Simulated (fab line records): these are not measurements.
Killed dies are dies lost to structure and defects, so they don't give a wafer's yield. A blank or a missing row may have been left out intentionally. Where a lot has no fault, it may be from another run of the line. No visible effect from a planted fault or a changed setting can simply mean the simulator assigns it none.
fab line records	flow n5-finfet
record lots=24	wafers=72	last-day=17
route steps=1938 shown BEOL_M8@1349 BEOL_M9@1448 BEOL_M10@1484
lots untouched by any fault: they come from a run of this same line in which no faults occurred
start-h: hours from the record's first day to the start of the lot's first wafer shown	wait-h: hours elapsed since this lot's preceding step	" same as the row above	L1.1+2: one row covering several wafers at once	- either no value or no given start	* or withheld: withheld	< > ~ a bound
route shown NAME@n: names a module that has steps shown in the file, with the first one's number in the route	usual: mean/standard deviation taken from wafers without a fault	same: alike in all rows	chamber/n: place in a boat	sites: readings site by site	_std_site: their standard deviation	_edge_site: the outer-site mean with the inner-site mean subtracted	radius-mm: how far each site lies from the wafer's centre	mask NAME#n: copy n	behind: the last tool/chamber to shape the wafer	hold: why the lot was held/for how many hours/how that ended	device: names the non-switching transistor (n, p or np)	end of line: tests of these same wafers at the route's end	step lacking rows: just its recipe	killed: the dies lost at the first sort to structure and to defects; this is not the yield of the wafer	map: a wafer's dies, marking killed ones x, the rest . and places with no die _
set.NAME: the run value of the setting; set.NAME@STEP: its run value at that earlier step	model.NAME: the simulator's own value behind a step, which no gauge read
the route's steps for a sample of lots (tables are steps, rows are wafers)
services: the hour from which a tool's chamber was out of use, counted from the record's first day as start-h (under 0 if before that day), plus the number of hours and why
## steps
# step N5_BEOL_M8_ETCH_61
# recipe chemistry=CF4	target=SiARC	target-depth-a=455	mask-material=CAR-ArF	time-s=75.8	ion-energy-ev=80	pressure-mtorr=40	source-w=545	bias-w=36	Ar_flow_sccm=100	cf4-flow-sccm=100	ends=cleared
# usual cf4-flow-sccm=100.0/0.31	drypump-motor-current-A=5.7/0.38	etch-rf-on-time-s=75.1/2.2	oes-product-au=0.68/0.088	rf-vpp-V=184.0/1.2	showerhead-plenum-p-Torr=2.14/0.066	throttle-valve-pct=15.73/0.23
lot.wafer	tool	chamber	start-h	wait-h	cf4-flow-sccm	drypump-motor-current-A	etch-rf-on-time-s	oes-product-au	rf-hours-counter-h	rf-vpp-V	showerhead-plenum-p-Torr	throttle-valve-pct
L074.2	rie-diel-04	1	187.46	0.0	100.2	5.4	72.2	0.77	58	185.1	2.16	15.58
L074.3	"	3	"	"	100.6	5.7	76.4	0.61	200	183.8	2.14	15.98
L074.4	"	2	"	"	100.0	6.4	76.4	0.62	187	182.7	2.04	15.62
L075.3	rie-diel-02	1	191.06	0.0	99.4	5.6	74.7	0.61	205	185.7	2.22	15.95
L075.5	"	1	"	"	99.4	5.6	75.4	0.61	-	186.6	2.22	15.95
L075.6	"	0	"	"	100.2	5.3	75.7	0.74	-	183.5	2.19	15.78
L076.2	rie-diel-04	3	192.08	0.0	99.5	5.7	76.3	0.61	202	184.6	2.14	15.99
L076.5	"	2	"	"	100.2	6.4	76.6	0.62	-	182.2	2.04	15.63
L076.6	"	1	"	"	99.7	5.4	72.8	0.74	-	184.7	2.16	15.57
L077.2	rie-diel-06	1	212.36	0.0	99.9	6.1	76.6	0.59	250	184.3	2.20	16.03
L077.5	"	2	"	"	100.4	5.3	74.4	0.62	-	182.2	2.04	15.89
L077.6	"	1	"	"	99.7	6.1	76.0	0.60	-	184.5	2.20	16.03
L078.1	rie-diel-04	2	219.28	0.0	100.0	6.4	75.5	0.61	198	184.7	2.04	15.63
L078.3	"	3	"	"	99.6	5.7	75.8	0.61	212	183.3	2.14	16.02
L078.6	"	3	"	"	99.5	5.7	75.8	0.61	-	184.1	2.14	16.01
L079.3	rie-diel-06	0	222.68	0.0	100.1	5.9	70.5	0.89	2	185.1	2.17	15.25
L079.5	"	1	"	"	100.3	6.1	76.9	0.59	-	185.0	2.20	16.04
L079.6	"	0	"	"	100.0	5.9	71.0	0.88	-	184.8	2.17	15.27
L080.1	rie-diel-06	2	222.94	0.0	100.0	5.3	74.9	0.61	231	183.1	2.04	15.91
L080.4	"	0	"	"	99.5	5.9	70.1	0.88	-	183.7	2.17	15.25
L080.5	"	1	"	"	100.3	6.1	76.9	0.59	-	185.9	2.20	16.04
L081.2	rie-diel-06	0	233.06	0.0	99.8	6.0	71.3	0.87	5	185.1	2.17	15.26
L081.4	"	2	"	"	100.0	5.3	75.0	0.61	-	183.9	2.03	15.93
L081.6	"	3	"	"	99.4	5.9	76.1	0.85	-	181.8	2.10	15.73
L083.4	rie-diel-04	2	237.17	0.0	100.3	6.4	76.4	0.60	207	182.8	2.04	15.65
L083.5	"	3	"	"	99.9	5.7	76.1	0.60	-	183.5	2.13	16.03
L083.6	"	2	"	"	99.9	6.4	76.5	0.61	-	181.8	2.04	15.66
L082.1	rie-diel-02	3	241.46	0.0	100.5	5.8	73.4	0.71	79	185.6	2.24	15.49
L082.2	"	1	"	"	100.1	5.6	74.2	0.60	222	185.4	2.21	16.01
L082.4	"	2	"	"	100.2	5.0	75.6	0.60	222	183.0	2.13	15.83
L084.3	rie-diel-04	3	242.17	0.0	99.9	5.6	76.4	0.60	223	184.5	2.13	16.03
L084.4	"	2	"	"	99.8	6.4	76.7	0.60	209	182.3	2.03	15.66
L084.5	"	0	"	"	100.4	6.2	76.8	0.65	-	183.7	2.07	15.67
L085.2	rie-diel-04	2	253.88	0.0	99.5	6.4	77.8	0.60	213	181.7	2.03	15.66
L085.3	"	0	"	"	100.0	6.2	77.5	0.64	132	184.0	2.07	15.67
L085.6	"	3	"	"	99.2	5.6	77.4	0.60	-	182.2	2.13	16.06
L086.1	rie-diel-04	2	263.29	0.0	99.6	6.4	77.7	0.60	216	182.3	2.03	15.68
L086.2	"	3	"	"	100.4	5.6	78.0	0.59	231	183.6	2.13	16.05
L086.4	"	1	"	"	100.1	5.4	73.1	0.73	87	182.3	2.15	15.61
L087.2	rie-diel-04	1	267.76	0.0	100.1	5.4	73.7	0.72	88	184.8	2.15	15.62
L087.3	"	3	"	"	100.5	5.6	77.6	0.59	232	184.2	2.13	16.06
L087.6	"	3	"	"	99.9	5.6	78.1	0.59	-	184.1	2.13	16.05
L088.1	rie-diel-02	3	275.53	0.0	100.0	5.7	74.1	0.69	92	185.2	2.23	15.52
L088.2	"	1	"	"	100.2	5.5	73.9	0.60	236	184.6	2.21	16.02
L088.4	"	0	"	"	99.8	5.3	75.9	0.70	-	184.4	2.18	15.83
L090.1	rie-diel-02	3	275.79	0.0	100.0	5.7	74.7	0.69	92	185.4	2.23	15.49
L090.4	"	1	"	"	100.2	5.5	74.5	0.60	-	184.7	2.21	16.02
L090.6	"	0	"	"	100.5	5.3	76.5	0.70	-	185.7	2.18	15.86
L091.1	rie-diel-04	3	284.00	0.0	99.7	5.7	77.2	0.60	239	185.1	2.13	16.08
L091.3	"	1	"	"	99.8	5.4	73.4	0.71	96	184.0	2.15	15.63
L091.4	"	1	"	"	100.1	5.4	73.2	0.72	-	184.7	2.15	15.66
L089.1	rie-diel-06	1	286.01	0.0	100.1	6.1	73.2	0.81	12	183.3	2.20	15.53
L089.4	"	1	"	"	100.0	6.1	74.5	0.79	-	185.1	2.20	15.56
L089.6	"	3	"	"	100.2	5.9	77.1	0.76	-	184.2	2.09	15.78
L092.2	rie-diel-02	3	291.04	0.0	100.4	5.8	75.3	0.69	99	184.5	2.23	15.51
L092.4	"	2	"	"	99.8	5.0	77.3	0.59	237	183.1	2.13	15.88
L092.6	"	0	"	"	100.0	5.3	76.6	0.69	-	184.1	2.17	15.87
L093.1	rie-diel-06	2	298.45	0.0	99.5	5.3	71.2	0.85	3	187.2	2.28	15.42
L093.5	"	1	"	"	100.6	6.1	72.9	0.79	-	185.1	2.19	15.55
L093.6	"	2	"	"	99.8	5.3	71.8	0.85	-	184.7	2.28	15.45
L094.2	rie-diel-02	0	300.97	0.0	100.2	5.3	75.2	0.70	91	186.3	2.17	15.87
L094.3	"	2	"	"	100.0	5.0	76.7	0.59	240	184.0	2.13	15.88
L094.5	"	1	"	"	100.0	5.6	74.7	0.59	-	184.3	2.20	16.05
L095.1	rie-diel-06	2	306.60	0.0	100.2	5.3	71.6	0.83	7	186.8	2.28	15.45
L095.2	"	3	"	"	99.9	5.9	76.2	0.75	30	185.1	2.09	15.78
L095.4	"	0	"	"	100.0	6.0	70.2	0.80	34	184.3	2.16	15.33
L096.2	rie-diel-04	1	325.63	0.0	99.6	5.4	74.3	0.70	111	182.6	2.14	15.69
L096.3	"	0	"	"	99.8	6.2	77.5	0.62	159	183.0	2.06	15.74
L096.4	"	0	"	"	99.6	6.1	78.2	0.62	-	183.5	2.06	15.75
L097.2	rie-diel-06	2	335.45	0.0	100.2	5.3	72.1	0.80	16	184.8	2.28	15.47
L097.3	"	3	"	"	100.4	5.9	77.3	0.74	39	183.4	2.09	15.81
L097.6	"	3	"	"	100.2	5.9	77.2	0.75	-	182.3	2.09	15.81
# step N5_BEOL_M8_CD_MEAS_28
# recipe target-cd-nm=40	landing-energy-ev=500	detector=se-inlens
# usual cd-nm=40.05/0.25
lot.wafer	tool	chamber	start-h	wait-h	cd-nm
L074.2	cd-sem-03	0	188.42	-	39.83
L074.3	"	0	"	"	39.97
L074.4	"	0	"	"	39.76
L076.2	cd-sem-03	0	193.29	-	40.31
L076.5	"	0	"	"	39.73
L076.6	"	0	"	"	40.06
L075.3	cd-sem-01	0	193.46	-	39.80
L075.5	"	0	"	"	39.93
L075.6	"	0	"	"	39.94
L077.2	cd-sem-02	0	213.27	-	40.09
L077.5	"	0	"	"	40.02
L077.6	"	0	"	"	40.48
L078.1	cd-sem-03	0	221.13	-	40.59
L078.3	"	0	"	"	40.00
L078.6	"	0	"	"	39.74
L079.3	cd-sem-03	0	223.41	-	40.05
L079.5	"	0	"	"	39.95
L079.6	"	0	"	"	39.93
L080.1	cd-sem-03	0	223.68	-	40.54
L080.4	"	0	"	"	40.65
L080.5	"	0	"	"	40.35
L081.2	cd-sem-02	0	233.80	-	39.94
L081.4	"	0	"	"	39.91
L081.6	"	0	"	"	40.11
L083.4	cd-sem-03	0	238.17	-	39.93
L083.5	"	0	"	"	39.95
L083.6	"	0	"	"	40.11
L082.1	cd-sem-03	0	243.88	-	40.22
L082.2	"	0	"	"	40.56
L082.4	"	0	"	"	40.15
L084.3	cd-sem-02	0	243.96	-	40.29
L084.4	"	0	"	"	40.38
L084.5	"	0	"	"	40.60
L085.2	cd-sem-01	0	257.21	-	40.15
L085.3	"	0	"	"	40.13
L085.6	"	0	"	"	40.37
L086.1	cd-sem-03	0	264.55	-	39.87
L086.2	"	0	"	"	40.14
L086.4	"	0	"	"	39.98
L087.2	cd-sem-02	0	269.82	-	39.98
L087.3	"	0	"	"	39.94
L087.6	"	0	"	"	39.82
L088.1	cd-sem-02	0	276.55	-	39.70
L088.2	"	0	"	"	39.75
L088.4	"	0	"	"	39.76
L090.1	cd-sem-01	0	276.74	-	40.67
L090.4	"	0	"	"	39.94
L090.6	"	0	"	"	40.00
L091.1	cd-sem-01	0	284.73	-	40.21
L091.3	"	0	"	"	39.99
L091.4	"	0	"	"	40.25
L089.1	cd-sem-02	0	286.96	-	40.11
L089.4	"	0	"	"	40.01
L089.6	"	0	"	"	40.41
L092.2	cd-sem-03	0	293.37	-	39.98
L092.4	"	0	"	"	39.82
L092.6	"	0	"	"	39.98
L093.1	cd-sem-02	0	299.37	-	39.42
L093.5	"	0	"	"	40.21
L093.6	"	0	"	"	40.20
L094.2	cd-sem-03	0	301.73	-	39.81
L094.3	"	0	"	"	39.94
L094.5	"	0	"	"	40.29
L095.1	cd-sem-01	0	307.40	-	39.93
L095.2	"	0	"	"	40.14
L095.4	"	0	"	"	39.79
L096.2	cd-sem-01	0	326.92	-	39.83
L096.3	"	0	"	"	39.79
L096.4	"	0	"	"	39.95
L097.2	cd-sem-02	0	336.59	-	40.12
L097.3	"	0	"	"	40.06
L097.6	"	0	"	"	40.04
# step N5_BEOL_M8_OCD_MEAS_38
# usual trench-depth-nm=93.6/1.8
lot.wafer	tool	chamber	start-h	wait-h	trench-depth-nm
L074.2	ocd-02	-	189.30	-	96.4
L074.3	"	-	"	"	93.4
L074.4	"	-	"	"	93.5
L076.2	ocd-01	-	193.85	-	93.4
L076.5	"	-	"	"	93.7
L076.6	"	-	"	"	93.2
L075.3	ocd-01	-	194.02	-	94.8
L075.5	"	-	"	"	94.2
L075.6	"	-	"	"	91.2
L077.2	ocd-01	-	213.87	-	92.7
L077.5	"	-	"	"	95.8
L077.6	"	-	"	"	91.9
L078.1	ocd-01	-	222.23	-	91.9
L078.3	"	-	"	"	96.0
L078.6	"	-	"	"	92.6
L079.3	ocd-02	-	223.97	-	93.2
L079.5	"	-	"	"	90.8
L079.6	"	-	"	"	98.1
L080.1	ocd-01	-	224.37	-	93.5
L080.4	"	-	"	"	92.4
L080.5	"	-	"	"	91.7
L081.2	ocd-01	-	234.35	-	94.3
L081.4	"	-	"	"	93.5
L081.6	"	-	"	"	91.5
L083.4	ocd-02	-	239.21	-	92.7
L083.5	"	-	"	"	93.8
L083.6	"	-	"	"	94.5
L082.1	ocd-01	-	244.43	-	93.2
L082.2	"	-	"	"	92.5
L082.4	"	-	"	"	95.8
L084.3	ocd-02	-	244.51	-	94.5
L084.4	"	-	"	"	91.2
L084.5	"	-	"	"	91.3
L085.2	ocd-02	-	257.76	-	93.3
L085.3	"	-	"	"	91.1
L085.6	"	-	"	"	93.2
L086.1	ocd-01	-	265.10	-	95.5
L086.2	"	-	"	"	92.3
L086.4	"	-	"	"	91.1
L087.2	ocd-01	-	270.37	-	97.4
L087.3	"	-	"	"	92.1
L087.6	"	-	"	"	93.0
L088.1	ocd-01	-	277.35	-	92.3
L088.2	"	-	"	"	92.4
L088.4	"	-	"	"	93.1
L090.1	ocd-02	-	277.60	-	92.5
L090.4	"	-	"	"	92.0
L090.6	"	-	"	"	92.2
L091.1	ocd-02	-	285.28	-	96.5
L091.3	"	-	"	"	92.5
L091.4	"	-	"	"	91.0
L089.1	ocd-01	-	287.51	-	92.1
L089.4	"	-	"	"	96.7
L089.6	"	-	"	"	94.2
L092.2	ocd-02	-	294.05	-	92.4
L092.4	"	-	"	"	94.9
L092.6	"	-	"	"	91.5
L093.1	ocd-02	-	299.94	-	93.7
L093.5	"	-	"	"	93.3
L093.6	"	-	"	"	98.0
L094.2	ocd-01	-	302.52	-	92.1
L094.3	"	-	"	"	95.8
L094.5	"	-	"	"	97.7
L095.1	ocd-02	-	307.95	-	91.2
L095.2	"	-	"	"	95.5
L095.4	"	-	"	"	91.8
L096.2	ocd-01	-	327.48	-	94.7
L096.3	"	-	"	"	95.4
L096.4	"	-	"	"	94.8
L097.2	ocd-02	-	337.44	-	93.6
L097.3	"	-	"	"	96.2
L097.6	"	-	"	"	95.6
# step N5_BEOL_M8_ANNEAL_51
# recipe temp-c=225	time-s=90	ambient=N2
# usual wafer_temp_C_max=226.13/0.27
lot.wafer	tool	chamber	start-h	wait-h	wafer_temp_C_max
L074.2	rtp-anneal-02	0	191.21	0.1	226.48
L074.3	"	0	"	"	225.98
L074.4	"	0	"	"	226.21
L076.2	rtp-anneal-01	0	195.53	0.1	226.04
L076.5	"	0	"	"	226.12
L076.6	"	0	"	"	225.90
L075.3	rtp-anneal-02	0	195.90	0.3	226.06
L075.5	"	0	"	"	226.11
L075.6	"	0	"	"	226.18
L077.2	rtp-anneal-01	0	215.83	0.5	226.32
L077.5	"	0	"	"	226.33
L077.6	"	0	"	"	227.19
L078.1	rtp-anneal-01	0	225.09	0.6	226.42
L078.3	"	0	"	"	225.95
L078.6	"	0	"	"	226.24
L079.3	rtp-anneal-02	0	225.81	0.2	226.09
L079.5	"	0	"	"	226.13
L079.6	"	0	"	"	226.18
L080.1	rtp-anneal-02	0	226.26	0.3	226.02
L080.4	"	0	"	"	226.19
L080.5	"	0	"	"	225.90
L081.2	rtp-anneal-02	0	237.08	0.5	226.00
L081.4	"	0	"	"	226.26
L081.6	"	0	"	"	226.01
L083.4	rtp-anneal-02	0	242.92	0.8	226.26
L083.5	"	0	"	"	226.01
L083.6	"	0	"	"	226.55
L082.1	rtp-anneal-01	0	246.35	0.2	226.16
L082.2	"	0	"	"	226.15
L082.4	"	0	"	"	226.68
L084.3	rtp-anneal-01	0	246.76	0.1	226.35
L084.4	"	0	"	"	226.05
L084.5	"	0	"	"	225.77
L085.2	rtp-anneal-02	0	259.99	0.1	226.03
L085.3	"	0	"	"	225.85
L085.6	"	0	"	"	225.72
L086.1	rtp-anneal-02	0	266.91	0.2	225.40
L086.2	"	0	"	"	225.74
L086.4	"	0	"	"	226.00
L087.2	rtp-anneal-02	0	272.61	0.3	226.18
L087.3	"	0	"	"	226.17
L087.6	"	0	"	"	226.42
L088.1	rtp-anneal-02	0	279.90	0.5	226.17
L088.2	"	0	"	"	225.88
L088.4	"	0	"	"	225.99
L090.1	rtp-anneal-02	0	280.17	0.7	226.00
L090.4	"	0	"	"	226.25
L090.6	"	0	"	"	226.14
L091.1	rtp-anneal-02	0	288.20	0.3	226.49
L091.3	"	0	"	"	226.41
L091.4	"	0	"	"	226.28
L089.1	rtp-anneal-01	0	289.46	0.1	226.09
L089.4	"	0	"	"	226.36
L089.6	"	0	"	"	226.53
L092.2	rtp-anneal-01	0	295.98	0.5	225.81
L092.4	"	0	"	"	226.21
L092.6	"	0	"	"	226.77
L093.1	rtp-anneal-01	0	301.40	0.1	226.35
L093.5	"	0	"	"	226.20
L093.6	"	0	"	"	226.05
L094.2	rtp-anneal-02	0	304.64	0.3	225.92
L094.3	"	0	"	"	226.10
L094.5	"	0	"	"	225.82
L095.1	rtp-anneal-02	0	310.35	0.5	226.12
L095.2	"	0	"	"	225.93
L095.4	"	0	"	"	225.64
L096.2	rtp-anneal-02	0	329.51	0.2	225.84
L096.3	"	0	"	"	226.29
L096.4	"	0	"	"	226.01
L097.2	rtp-anneal-02	0	339.35	0.1	225.87
L097.3	"	0	"	"	226.01
L097.6	"	0	"	"	226.47
# step N5_BEOL_M9_STRIP_80
# recipe chemistry=N2/H2	time-s=10	power-w=450	temp-c=40	pressure-mtorr=20	rf-frequency-hz=6e+07	bias-power-w=7	n2-flow-sccm=200	h2-flow-sccm=200
# usual drypump-motor-current-A=5.6/0.53	oes-product-au=0.79/0.087	rf-vpp-V=59.2/0.82	showerhead-plenum-p-Torr=2.53/0.1	throttle-valve-pct=23.6/0.37
lot.wafer	tool	chamber	start-h	wait-h	drypump-motor-current-A	oes-product-au	rf-hours-counter-h	rf-vpp-V	showerhead-plenum-p-Torr	throttle-valve-pct
L074.2	rie-diel-03	0	-	-	5.9	0.73	166	58.6	2.54	24.0
L074.3	"	1	"	"	6.1	0.90	46	60.4	2.50	23.9
L074.4	"	3	"	"	5.4	0.70	236	59.5	2.61	23.8
L075.3	rie-diel-05	2	-	-	6.7	0.81	109	60.3	2.67	23.3
L075.5	"	2	"	"	6.7	0.81	-	59.9	2.67	23.3
L075.6	"	3	"	"	5.8	0.70	-	57.5	2.60	23.0
L076.2	rie-diel-03	1	-	-	6.1	0.89	49	58.4	2.50	23.9
L076.5	"	2	"	"	5.1	0.75	-	59.5	2.41	23.0
L076.6	"	1	"	"	6.1	0.90	-	60.4	2.50	23.9
L077.2	rie-diel-03	0	-	-	5.9	0.72	173	59.0	2.54	24.0
L077.5	"	3	"	"	5.4	0.70	-	58.2	2.60	23.8
L077.6	"	0	"	"	5.9	0.73	-	60.6	2.54	24.0
L080.1	rie-diel-03	2	-	-	5.1	0.74	172	58.7	2.41	23.0
L080.4	"	1	"	"	6.1	0.88	56	59.8	2.50	23.9
L080.5	"	2	"	"	5.0	0.74	-	59.5	2.41	23.0
L079.3	rie-diel-01	3	-	-	5.4	0.67	218	57.7	2.42	23.8
L079.5	"	1	"	"	5.8	0.83	-	60.4	2.57	23.5
L079.6	"	0	"	"	4.9	0.84	-	59.5	2.58	24.1
L078.1	rie-diel-05	1	-	-	6.1	0.81	74	60.5	2.69	23.4
L078.3	"	0	"	"	5.6	0.75	134	58.5	2.34	23.7
L078.6	"	1	"	"	6.1	0.81	-	58.9	2.69	23.4
L081.2	rie-diel-03	3	-	-	5.4	0.69	250	58.8	2.60	23.8
L081.4	"	1	"	"	6.1	0.87	62	59.0	2.50	23.9
L081.6	"	0	"	"	5.9	0.71	-	59.5	2.54	24.1
L083.4	rie-diel-05	2	-	-	6.7	0.78	122	60.1	2.66	23.3
L083.5	"	1	"	"	6.1	0.80	-	59.5	2.69	23.4
L083.6	"	0	"	"	5.6	0.75	-	58.7	2.34	23.7
L082.1	rie-diel-01	1	-	-	5.8	0.82	66	59.3	2.57	23.5
L082.2	"	2	"	"	5.0	1.01	2	59.6	2.50	24.0
L082.4	"	3	"	"	5.4	0.67	226	60.3	2.42	23.8
L084.3	rie-diel-01	2	-	-	5.0	1.00	3	59.5	2.50	24.0
L084.4	"	0	"	"	4.9	0.83	84	58.5	2.58	24.1
L084.5	"	3	"	"	5.4	0.67	-	58.4	2.42	23.8
L085.2	rie-diel-03	0	-	-	5.9	0.70	189	59.0	2.53	24.1
L085.3	"	1	"	"	6.1	0.86	69	57.4	2.49	23.9
L085.6	"	0	"	"	5.9	0.71	-	60.6	2.53	24.1
L086.1	rie-diel-05	1	-	-	6.1	0.79	85	59.4	2.68	23.4
L086.2	"	0	"	"	5.6	0.75	147	58.7	2.33	23.7
L086.4	"	2	"	"	6.8	0.78	129	59.1	2.66	23.3
L087.2	rie-diel-01	3	-	-	5.4	0.67	233	57.7	2.42	23.8
L087.3	"	1	"	"	5.8	0.82	73	58.6	2.57	23.6
L087.6	"	1	"	"	5.9	0.82	-	59.4	2.57	23.5
L088.1	rie-diel-03	2	-	-	5.0	0.74	193	58.2	2.40	23.1
L088.2	"	1	"	"	6.1	0.86	77	59.7	2.49	23.9
L088.4	"	3	"	"	5.5	0.97	6	59.5	2.60	23.4
L090.1	rie-diel-03	1	-	-	6.1	0.85	77	60.1	2.49	23.9
L090.4	"	0	"	"	5.9	0.71	196	60.6	2.53	24.1
L090.6	"	3	"	"	5.4	0.97	-	60.2	2.60	23.4
L091.1	rie-diel-05	2	-	-	6.7	0.77	136	58.5	2.65	23.3
L091.3	"	0	"	"	5.6	0.74	153	59.0	2.33	23.7
L091.4	"	3	"	"	5.8	0.68	245	59.3	2.59	23.0
L089.1	rie-diel-03	1	-	-	6.1	0.85	80	60.9	2.49	23.9
L089.4	"	3	"	"	5.4	0.95	-	60.1	2.60	23.4
L089.6	"	2	"	"	5.1	0.73	-	59.7	2.40	23.1
L092.2	rie-diel-01	1	-	-	5.8	0.80	82	59.6	2.56	23.5
L092.4	"	3	"	"	5.4	0.66	241	58.1	2.42	23.8
L092.6	"	3	"	"	5.4	0.67	-	57.4	2.42	23.8
L093.1	rie-diel-01	3	-	-	5.3	0.67	242	58.2	2.41	23.8
L093.5	"	0	"	"	4.9	0.82	-	59.8	2.57	24.1
L093.6	"	3	"	"	5.3	0.67	-	58.0	2.41	23.8
L094.2	rie-diel-01	0	-	-	4.9	0.81	102	59.2	2.57	24.1
L094.3	"	1	"	"	5.8	0.80	84	59.7	2.56	23.6
L094.5	"	2	"	"	5.0	0.95	-	59.4	2.49	24.0
L095.1	rie-diel-05	1	-	-	6.1	0.78	100	59.6	2.68	23.4
L095.2	"	2	"	"	6.8	0.77	145	58.4	2.65	23.3
L095.4	"	2	"	"	6.7	0.77	-	59.1	2.65	23.3
L096.2	rie-diel-01	2	-	-	5.0	0.91	28	59.6	2.49	24.0
L096.3	"	1	"	"	5.8	0.79	91	60.0	2.56	23.6
L096.4	"	2	"	"	5.0	0.90	-	58.2	2.49	24.0
L097.2	rie-diel-05	3	-	-	5.7	0.92	5	60.5	2.59	22.7
L097.3	"	0	"	"	5.6	0.73	170	59.3	2.32	23.7
L097.6	"	0	"	"	5.6	0.72	-	58.5	2.32	23.7
# step N5_BEOL_M10_OVL_MEAS_12
# recipe points-per-wafer=44
# usual M10_OVL=-0.4/0.89
lot.wafer	tool	chamber	start-h	wait-h	M10_OVL[nm]
L074.2	overlay-01	0	204.54	0.0	-1.9
L074.3	"	0	"	"	-1.3
L074.4	"	0	"	"	-0.7
L076.2	overlay-01	0	211.77	0.0	0.4
L076.5	"	0	"	"	-0.1
L076.6	"	0	"	"	0.2
L075.3	overlay-01	0	211.99	0.0	-0.4
L075.5	"	0	"	"	-1.1
L075.6	"	0	"	"	-2.1
L077.2	overlay-01	0	225.76	0.0	-0.5
L077.5	"	0	"	"	-1.4
L077.6	"	0	"	"	-1.0
L080.1	overlay-01	0	234.86	0.0	-0.4
L080.4	"	0	"	"	0.3
L080.5	"	0	"	"	0.8
L079.3	overlay-02	0	235.89	0.0	0.7
L079.5	"	0	"	"	-0.4
L079.6	"	0	"	"	-0.5
L078.1	overlay-02	0	236.20	0.0	0.5
L078.3	"	0	"	"	-1.2
L078.6	"	0	"	"	-0.7
L081.2	overlay-01	0	250.06	0.0	0.2
L081.4	"	0	"	"	-0.4
L081.6	"	0	"	"	-0.2
L083.4	overlay-02	0	257.84	0.0	1.9
L083.5	"	0	"	"	0.8
L083.6	"	0	"	"	-0.4
L082.1	overlay-01	0	258.30	0.0	-2.0
L082.2	"	0	"	"	-0.8
L082.4	"	0	"	"	-1.1
L084.3	overlay-01	0	258.54	0.0	-0.8
L084.4	"	0	"	"	0.3
L084.5	"	0	"	"	-1.5
L085.2	overlay-02	0	271.07	0.0	1.1
L085.3	"	0	"	"	-0.1
L085.6	"	0	"	"	1.3
L086.1	overlay-02	0	276.19	0.0	-1.3
L086.2	"	0	"	"	-0.7
L086.4	"	0	"	"	0.5
L087.2	overlay-02	0	280.12	0.0	1.6
L087.3	"	0	"	"	1.2
L087.6	"	0	"	"	1.4
L088.1	overlay-02	0	290.69	0.0	-1.0
L088.2	"	0	"	"	-1.4
L088.4	"	0	"	"	-0.6
L090.1	overlay-01	0	291.15	0.0	-1.1
L090.4	"	0	"	"	-2.5
L090.6	"	0	"	"	-1.1
L091.1	overlay-01	0	298.43	0.0	0.0
L091.3	"	0	"	"	0.3
L091.4	"	0	"	"	-0.3
L089.1	overlay-01	0	298.66	0.0	-1.4
L089.4	"	0	"	"	-0.4
L089.6	"	0	"	"	0.8
L092.2	overlay-01	0	305.78	0.0	0.0
L092.4	"	0	"	"	0.1
L092.6	"	0	"	"	0.5
L093.1	overlay-01	0	309.79	0.0	-0.1
L093.5	"	0	"	"	-0.8
L093.6	"	0	"	"	0.2
L094.2	overlay-01	0	312.99	0.0	-0.5
L094.3	"	0	"	"	-0.5
L094.5	"	0	"	"	-0.3
L095.1	overlay-01	0	321.15	0.0	-1.2
L095.2	"	0	"	"	-1.5
L095.4	"	0	"	"	-1.1
L096.2	overlay-02	0	338.92	0.0	-0.4
L096.3	"	0	"	"	-1.3
L096.4	"	0	"	"	-1.6
L097.2	overlay-01	0	349.95	0.0	-1.4
L097.3	"	0	"	"	0.2
L097.6	"	0	"	"	-0.6
## services
tool	chamber	start-h	hours	kind
rie-diel-03	0	181.89	7.9	repair
rie-diel-02	-	192.75	0.2	repair
rie-diel-06	0	198.38	-	clean
rie-diel-04	0	208.52	8.1	repair
rie-diel-01	3	211.88	14.8	repair
rie-diel-06	-	224.00	4.3	pm
rie-diel-03	3	232.01	2.0	repair
rie-diel-03	3	245.09	-	clean
rie-diel-03	3	245.09	-	consumable-replace:focus-ring
rie-diel-03	3	245.09	17.9	scheduled-down
rie-diel-03	3	245.09	17.9	vent-cycle
rie-diel-02	2	266.21	11.0	repair
rie-diel-03	3	266.40	4.3	repair
rie-diel-04	-	279.19	1.3	repair
rie-diel-04	2	280.55	4.1	repair
rie-diel-05	3	288.80	4.2	repair
rie-diel-03	0	289.36	5.6	repair
rie-diel-06	-	319.94	0.8	repair
rie-diel-04	3	320.95	-	clean
rie-diel-04	3	320.95	-	consumable-replace:focus-ring
rie-diel-04	3	320.95	17.0	scheduled-down
rie-diel-04	3	320.95	17.0	vent-cycle
rie-diel-01	1	326.54	5.2	repair
rie-diel-03	3	343.39	5.5	repair
## key
fault none
